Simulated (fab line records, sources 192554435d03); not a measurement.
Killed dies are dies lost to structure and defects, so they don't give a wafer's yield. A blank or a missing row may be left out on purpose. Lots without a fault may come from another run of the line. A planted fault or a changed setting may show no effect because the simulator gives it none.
Chamber matching | flow n5_finfet | N5_BEOL_M5_VIA_ETCH_34 on rie_diel-06: 4 sister chambers
The step etches SiCOH lowk in C4F6/O2, target depth 88.3 nm, time 39.2 s. 20 wafers are shown with their chamber, then 10 later ones without.

WAFERS WITH THEIR CHAMBER
wafer  | chamber | showerhead_plenum_p_Torr (Torr) | drypump_motor_current_A (A) | rf_vpp_V (V)
L078.1 | 1       | 2.81                            | 5.4                         | 671
L078.3 | 3       | 2.89                            | 5.5                         | 664
L078.6 | 1       | 2.81                            | 5.5                         | 674
L079.3 | 0       | 2.79                            | 5.9                         | 656
L079.4 | 0       | 2.79                            | 5.9                         | 656
L079.6 | 2       | 2.96                            | 5.2                         | 668
L082.1 | 2       | 2.96                            | 5.2                         | 668
L082.2 | 0       | 2.79                            | 5.9                         | 654
L082.3 | 3       | 2.89                            | 5.5                         | 665
L084.1 | 0       | 2.79                            | 5.9                         | 656
L084.3 | 3       | 2.89                            | 5.5                         | 665
L084.6 | 2       | 2.95                            | 5.2                         | 669
L086.1 | 2       | 2.95                            | 5.2                         | 667
L086.4 | 1       | 2.81                            | 5.5                         | 673
L086.5 | 1       | 2.81                            | 5.5                         | 673
L087.2 | 2       | 2.95                            | 5.2                         | 668
L087.5 | 2       | 2.95                            | 5.2                         | 669
L087.6 | 3       | 2.89                            | 5.5                         | 663
L090.2 | 2       | 2.95                            | 5.2                         | 669
L090.4 | 1       | 2.80                            | 5.5                         | 674

SIGNATURES (means of the wafers above)
reading                  | chamber 0 | chamber 1 | chamber 2 | chamber 3 | scatter within a chamber
showerhead_plenum_p_Torr | 2.7900    | 2.8080    | 2.9529    | 2.8900    | 0.00373
drypump_motor_current_A  | 5.900     | 5.480     | 5.200     | 5.500     | 0.0224
rf_vpp_V                 | 655.50    | 673.00    | 668.29    | 664.25    | 0.974
Rule: a wafer's distance from a chamber is the root of the sum, over the readings, of the square of ((its reading less the chamber's mean) divided by the reading's scatter). The wafer belongs to the nearest chamber; if the next one is less than 2 further off, it can't be placed. The scatter: the root of (the sum of the squares of (reading less its chamber's mean) over the shown wafers, divided by (wafers less chambers)).

WAFERS WITHOUT THEIR CHAMBER
wafer  | showerhead_plenum_p_Torr (Torr) | drypump_motor_current_A (A) | rf_vpp_V (V)
L090.6 | 2.88                            | 5.5                         | 665
L093.1 | 2.78                            | 5.8                         | 654
L093.2 | 2.80                            | 5.5                         | 674
L093.5 | 2.88                            | 5.5                         | 665
L092.2 | 2.95                            | 5.2                         | 669
L092.4 | 2.80                            | 5.5                         | 673
L092.6 | 2.78                            | 5.9                         | 655
L096.1 | 2.78                            | 5.9                         | 655
L096.2 | 2.94                            | 5.2                         | 669
L096.3 | 2.80                            | 5.5                         | 671

WHICH CHAMBER EACH WENT THROUGH
wafer  | from the rows above | in truth
L090.6 | 3                   | 3
L093.1 | 0                   | 0
L093.2 | 1                   | 1
L093.5 | 3                   | 3
L092.2 | 2                   | 2
L092.4 | 1                   | 1
L092.6 | 0                   | 0
L096.1 | 0                   | 0
L096.2 | 2                   | 2
L096.3 | 1                   | 1
Placed correctly: 10 of 10. Can't be placed from these rows: 0. Placed wrongly: 0.
